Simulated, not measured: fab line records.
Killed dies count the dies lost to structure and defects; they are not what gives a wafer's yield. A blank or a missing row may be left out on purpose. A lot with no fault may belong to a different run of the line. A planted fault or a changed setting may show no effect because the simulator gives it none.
3 desks, one fault / flow n5Finfet / each desk has only its own numbers; what lay behind them comes last

## THE TOOL OWNER'S DESK: rieSi-03
The tool's own readings at N5_FIN_CUT_CUT_ETCH_28 (etches Si in HBr/Cl2/O2, target depth 6 nm, time 2.4 s): means of the sampled wafers that have a number, for each lot that ran on this tool. The brackets show how far a lot's mean lies from the usual mean; more than 4 standard deviations puts the lot out of limits, marked OUT.
Columns: A = O2_flow_sccm at N5_FIN_CUT_CUT_ETCH_28, usual 12.00 sccm; B = drypumpMotorCurrentA at N5_FIN_CUT_CUT_ETCH_28, usual 5.7 A; C = oesProductAu at N5_FIN_CUT_CUT_ETCH_28, usual 0.992 a.u.; D = throttleValvePct at N5_FIN_CUT_CUT_ETCH_28, usual 37.2 %
lot=L782; first seen here=day 2 11:43; A=12.00; B=5.5; C=0.989; D=36.9
lot=L784; first seen here=day 3 01:09; A=12.02; B=5.5; C=0.995; D=36.9
lot=L785; first seen here=day 3 04:44; A=12.02; B=5.4; C=0.983; D=37.2
lot=L789; first seen here=day 4 03:42; A=11.95; B=5.6; C=1.006; D=36.5
lot=L796; first seen here=day 5 23:07; A=11.96; B=6.0; C=0.979; D=36.5
lot=L797; first seen here=day 6 03:15; A=12.00; B=5.3; C=1.010; D=36.6
lot=L798; first seen here=day 6 10:35; A=12.00; B=5.6; C=1.006; D=36.5
This desk's finding: nothing out of limits on any of the 7 lots.

## THE DEFECT DESK
For each lot, the counts of the inspections along the route, averaged over the sampled wafers that have a number. The brackets show how far a lot's mean lies from the usual mean; more than 4 standard deviations puts the lot out of limits, marked OUT.
Columns: A = rawDefectCount at N5_FIN_CUT_INSPECT_17, usual 211
lot=L782; first seen here=day 2 12:02; A=292
lot=L784; first seen here=day 3 01:25; A=353
lot=L785; first seen here=day 3 05:04; A=136
lot=L788; first seen here=day 3 22:28; A=205
lot=L789; first seen here=day 4 04:03; A=203
lot=L796; first seen here=day 5 23:21; A=231
lot=L797; first seen here=day 6 03:29; A=840 (+10) OUT
lot=L798; first seen here=day 6 10:49; A=960 (+12) OUT
lot=L804; first seen here=day 7 22:52; A=241
This desk's verdict: out of limits on L797, L798, starting with L797 at day 6 03:29 (rawDefectCount at N5_FIN_CUT_INSPECT_17). Within limits: L782, L784, L785, L788, L789, L796, L804.

## AT THE METROLOGY DESK
Lot by lot, what the gauges showed, no matter which tool ran the lot: averages of those sampled wafers that carry a number. The brackets show how far a lot's mean lies from the usual mean; more than 4 standard deviations puts the lot out of limits, marked OUT. It has 10 readings; the 7 that lie furthest out on some lot are the ones shown.
Columns: A = IOFF_P at N5_BEOL_M4_RC_MEAS_101, usual 0.23 nA/um; B = ION_N at N5_BEOL_M4_RC_MEAS_101, usual 683 uA/um; C = ION_P at N5_BEOL_M4_RC_MEAS_101, usual 467 uA/um; D = SS_N at N5_BEOL_M4_RC_MEAS_101, usual 71.7 mV/dec; E = SS_P at N5_BEOL_M4_RC_MEAS_101, usual 73.5 mV/dec; F = VT_N at N5_BEOL_M4_RC_MEAS_101, usual 249 mV; G = VT_P at N5_BEOL_M4_RC_MEAS_101, usual -250 mV
lot=L782; first seen here=day 8 08:13; A=0.21; B=690; C=472; D=71.4; E=73.2; F=249; G=-251
lot=L784; first seen here=day 8 13:13; A=0.30; B=683; C=469; D=72.6; E=74.4; F=247; G=-246
lot=L785; first seen here=day 8 22:30; A=0.16; B=665; C=452; D=71.3; E=72.4; F=253; G=-255
lot=L788; first seen here=day 9 10:56; A=0.20; B=684; C=478; D=70.6; E=72.9; F=249; G=-249
lot=L789; first seen here=day 9 17:10; A=0.30; B=686; C=475; D=72.1; E=73.7; F=246; G=-244
lot=L796; first seen here=day 11 11:47; A=0.21; B=667; C=457; D=71.9; E=73.0; F=250; G=-250
lot=L797; first seen here=day 11 19:21; A=0.24; B=675; C=463; D=71.6; E=73.3; F=251; G=-250
lot=L798; first seen here=day 11 20:03; A=0.19; B=662; C=461; D=70.8; E=73.1; F=256; G=-251
lot=L804; first seen here=day 13 12:54; A=0.22; B=689; C=465; D=71.9; E=73.4; F=246; G=-251
This desk's finding: nothing out of limits on any of the 9 lots.

## BROUGHT TOGETHER
The defect desk could have raised an alarm at day 6 03:29, on L797, L798.
The desk of the tool owner found nothing out of limits.
From the metrology desk's view, nothing was out of limits.
On record at the tool owner's desk: L797, L798, within its limits.
The metrology desk has L797, L798 on record, within its limits.
The lots listed all ran N5_FIN_CUT_CUT_ETCH_28 on rieSi-03.

## WHAT THE SIMULATOR PUT IN
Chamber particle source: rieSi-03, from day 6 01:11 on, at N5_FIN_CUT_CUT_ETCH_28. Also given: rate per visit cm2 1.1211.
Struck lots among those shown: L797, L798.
Hours from the fault's start to each desk's first reading out of limits: the defect desk, 2.
